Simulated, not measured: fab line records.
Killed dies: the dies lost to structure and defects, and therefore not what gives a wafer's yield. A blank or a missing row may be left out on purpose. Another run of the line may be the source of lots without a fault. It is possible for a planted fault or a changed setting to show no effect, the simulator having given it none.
Split-lot experiment ; flow n5-finfet ; on a route of 1938 steps: 7 lots, 21 wafers read

== SPLIT DETAILS ==
At N5_HKMG_FIN_ETCH_58 (etches SOC in N2/H2, target depth 215.8 nm, time 741 s), the setting source-w was moved away from the recipe's 875 W on 8 of the 21 wafers read, by -14.0% to +12.3%. For the rest of the wafers, this setting stayed at what the recipe calls for.

The reading comes from the split's own step.

== THE READING ==
rf-vpp-V, in V, at N5_HKMG_FIN_ETCH_58 (etches SOC in N2/H2, target depth 215.8 nm, time 741 s). On this fab line, fault-free wafers typically give 98.9 V with a standard deviation of 0.95 V.

wafer;tool, chamber at the split;source-w as run, W;against the recipe;rf-vpp-V, V;against lot-mates on the recipe
L075.1;rie-diel-03, 1;965.8;+10.4%;96.7;-3.1
L075.2;rie-diel-03, 0;875;recipe;99.8;-
L075.5;rie-diel-03, 1;965.8;+10.4%;95.3;-4.5
L080.2;rie-diel-05, 1;875;recipe;97.7;-
L080.5;rie-diel-05, 1;809.6;-7.5%;100.5;+2.2
L080.6;rie-diel-05, 0;875;recipe;99.0;-
L081.1;rie-diel-05, 1;875;recipe;99.9;-
L081.3;rie-diel-05, 3;752.8;-14.0%;104.1;+4.2
L081.5;rie-diel-05, 2;752.8;-14.0%;104.0;+4.1
L084.1;rie-diel-05, 3;795.7;-9.1%;101.6;+2.6
L084.2;rie-diel-05, 2;795.7;-9.1%;102.2;+3.2
L084.3;rie-diel-05, 1;875;recipe;99.0;-
L088.2;rie-diel-03, 1;875;recipe;98.8;-
L088.3;rie-diel-03, 0;875;recipe;97.0;-
L088.5;rie-diel-03, 2;875;recipe;98.8;-
L092.1;rie-diel-05, 3;982.3;+12.3%;95.7;-3.9
L092.4;rie-diel-05, 2;875;recipe;99.2;-
L092.5;rie-diel-05, 2;875;recipe;100.0;-
L096.1;rie-diel-05, 1;875;recipe;100.0;-
L096.2;rie-diel-05, 2;875;recipe;99.8;-
L096.3;rie-diel-05, 3;875;recipe;98.8;-

FIT RESULTS
A straight line over all 21 wafers: rf-vpp-V changes by -0.313 V for each +1% of source-w; r = -0.94; the points scatter about the line by 0.82 V.
The same after taking each lot's own level away (the mean of its wafers on the recipe; 21 wafers): -0.321 V for each +1%; r = -0.97; scatter 0.56 V.
Per that fit: largest source-w move, reading shift of 4.5 V.
From 98.20 to 99.90 V: that is the span of the lots' own levels, equal to 1.8 times the standard deviation above.
Hence the lot-to-lot level has little effect on the slope; both slopes agree.
Check: with one of the wafers moved furthest among these (-14.0%) left out of the fit, the line predicts +4.45 V for it against its lot-mates. It came out at +4.2 V against them.
Tool readings at the split's step, against how far the setting was moved: rf-vpp-V r = -0.94.

== THE WHOLE CHAIN: every reading that the file lists as answering this split, in the file's order ==
step;what it does;reading;change (the file's fit);r (the file's)
N5_HKMG_FIN_ETCH_58;etches SOC in N2/H2, target depth 215.8 nm, time 741 s;rf-vpp-V;-0.318 V for each +1% of the setting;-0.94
N5_HKMG_FIN_ETCH_58;etches SOC in N2/H2, target depth 215.8 nm, time 741 s;HKMG_FIN.feature-depth-nm (the simulator's own value, which no gauge read);+1.91 nm for each +1% of the setting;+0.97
N5_HKMG_FIN_ETCH_58;etches SOC in N2/H2, target depth 215.8 nm, time 741 s;etch.depth-nm (the simulator's own value, which no gauge read);+1.91 nm for each +1% of the setting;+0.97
N5_HKMG_FIN_ETCH_58;etches SOC in N2/H2, target depth 215.8 nm, time 741 s;SOC_of_HKMG_FIN_COAT_41.thk-nm (the simulator's own value, which no gauge read);-1.89 nm for each +1% of the setting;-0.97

== FILE'S OWN FIT ==
rf-vpp-V changes by -0.318 V for each +1% of source-w, r = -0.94.
